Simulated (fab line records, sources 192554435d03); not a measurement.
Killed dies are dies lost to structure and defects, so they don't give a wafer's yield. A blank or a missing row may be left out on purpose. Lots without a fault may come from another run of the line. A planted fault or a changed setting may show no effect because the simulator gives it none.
Split-lot experiment | flow n5_finfet | 7 lots, 21 wafers read, on a route of 1938 steps

THE SPLIT
At N5_FIN_CUT_COAT_02 (resist thk 30 nm), the setting spin_rpm was moved away from the recipe's 1500 rpm on 10 of the 21 wafers read, by -10.2% to +10.4%. The other wafers ran this setting at the recipe's value.

FROM THE SPLIT TO THE READING: what the file shows between them, 6 steps
- N5_FIN_CUT_EBR_04
- N5_FIN_CUT_SOFTBAKE_03: time 60 s
- N5_FIN_CUT_EXPOSE_05: exposes mask FIN CUT
- N5_FIN_CUT_PEB_06: peb time 60 s
- N5_FIN_CUT_DEVELOP_07: develop time 30 s
- N5_FIN_CUT_DESCUM_13: chemistry O2, time 7 s

THE READING
CAR-EUV_of_FIN_CUT_COAT_02.thk_nm (the simulator's own value, which no gauge read), in nm, at N5_FIN_CUT_ETCH_30 (etches underlayer in N2/H2, target depth 13 nm, time 10.4 s). The file gives no usual value for it. The 11 wafers here that ran the recipe average 14.5 nm, standard deviation 0.089 nm.

wafer  | tool, chamber at the split | spin_rpm as run, rpm | against the recipe | CAR-EUV_of_FIN_CUT_COAT_02.thk_nm, nm | against lot-mates on the recipe
L075.2 | litho_track-05, 0          | 1418                 | -5.5%              | 15.4                                  | +1.0
L075.3 | litho_track-05, 0          | 1500                 | recipe             | 14.4                                  | -
L075.6 | litho_track-05, 0          | 1418                 | -5.5%              | 15.6                                  | +1.2
L076.3 | litho_track-05, 0          | 1387                 | -7.5%              | 15.8                                  | no lot-mate on the recipe
L076.4 | litho_track-05, 0          | 1387                 | -7.5%              | 15.8                                  | no lot-mate on the recipe
L076.5 | litho_track-05, 0          | 1387                 | -7.5%              | 15.8                                  | no lot-mate on the recipe
L080.2 | litho_track-04, 0          | 1500                 | recipe             | 14.4                                  | -
L080.6 | litho_track-04, 0          | 1500                 | recipe             | 14.4                                  | -
L080.5 | litho_track-04, 0          | 1500                 | recipe             | 14.6                                  | -
L081.2 | litho_track-01, 0          | 1500                 | recipe             | 14.6                                  | -
L081.5 | litho_track-01, 0          | 1500                 | recipe             | 14.6                                  | -
L081.6 | litho_track-01, 0          | 1500                 | recipe             | 14.6                                  | -
L084.3 | litho_track-04, 0          | 1500                 | recipe             | 14.6                                  | -
L084.5 | litho_track-04, 0          | 1500                 | recipe             | 14.6                                  | -
L084.6 | litho_track-04, 0          | 1500                 | recipe             | 14.6                                  | -
L085.2 | litho_track-01, 0          | 1347                 | -10.2%             | 16.2                                  | no lot-mate on the recipe
L085.3 | litho_track-01, 0          | 1347                 | -10.2%             | 16.4                                  | no lot-mate on the recipe
L085.5 | litho_track-01, 0          | 1347                 | -10.2%             | 16.4                                  | no lot-mate on the recipe
L093.1 | litho_track-04, 0          | 1656                 | +10.4%             | 13.2                                  | -1.4
L093.5 | litho_track-04, 0          | 1656                 | +10.4%             | 13.2                                  | -1.4
L093.3 | litho_track-04, 0          | 1500                 | recipe             | 14.6                                  | -

THE FIT
A straight line over all 21 wafers: CAR-EUV_of_FIN_CUT_COAT_02.thk_nm changes by -0.156 nm for each +1% of spin_rpm; r = -0.99; the points scatter about the line by 0.13 nm.
The same after taking each lot's own level away (the mean of its wafers on the recipe; 15 wafers): -0.151 nm for each +1%; r = -0.98; scatter 0.12 nm.
On that fit, the largest move of spin_rpm shifts the reading by 1.6 nm.
The lots' own levels span 14.40 to 14.60 nm, that is 2.2 times the standard deviation above.
So the lot-to-lot level changes the slope little: the two slopes agree.
Check: with one of the wafers moved furthest among these (+10.4%) left out of the fit, the line predicts -1.59 nm for it against its lot-mates. It came out at -1.4 nm against them.

OTHER SPLITS ON THESE WAFERS
These wafers also went through other splits before the reading. Each is held against what the fit with the lots' levels taken away leaves over:
other split on the same wafers        | wafers away from the commonest value | r with CAR-EUV_of_FIN_CUT_COAT_02.thk_nm (lot level and that fit taken away)
N5_ZERO_LAYER_COAT_05 spin_rpm        | 9                                    | -0.13
N5_ZERO_LAYER_EXPOSE_08 dose_mj       | 5                                    | +0.25
N5_WELL_APT_EXPOSE_05 dose_mj         | 5                                    | +0.46
N5_WELL_APT_DESCUM_13 time_s          | 7                                    | -0.25
N5_FIN_SAQP_SPACER1_ALD_24 ald_cycles | 8                                    | +0.16

THE WHOLE CHAIN: every reading that the file lists as answering this split, in the file's order
step                  | what it does                                                | reading                                                                            | change (the file's fit)               | r (the file's)
N5_FIN_CUT_COAT_02    | resist thk 30 nm                                            | CAR-EUV_of_FIN_CUT_COAT_02.thk_nm (the simulator's own value, which no gauge read) | -0.137 nm for each +1% of the setting | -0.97
N5_FIN_CUT_DEVELOP_07 | develop time 30 s                                           | CAR-EUV_of_FIN_CUT_COAT_02.thk_nm (the simulator's own value, which no gauge read) | -0.13 nm for each +1% of the setting  | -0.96
N5_FIN_CUT_ETCH_30    | etches underlayer in N2/H2, target depth 13 nm, time 10.4 s | CAR-EUV_of_FIN_CUT_COAT_02.thk_nm (the simulator's own value, which no gauge read) | -0.149 nm for each +1% of the setting | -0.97

THE FILE'S OWN FIT
CAR-EUV_of_FIN_CUT_COAT_02.thk_nm changes by -0.149 nm for each +1% of spin_rpm, r = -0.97.
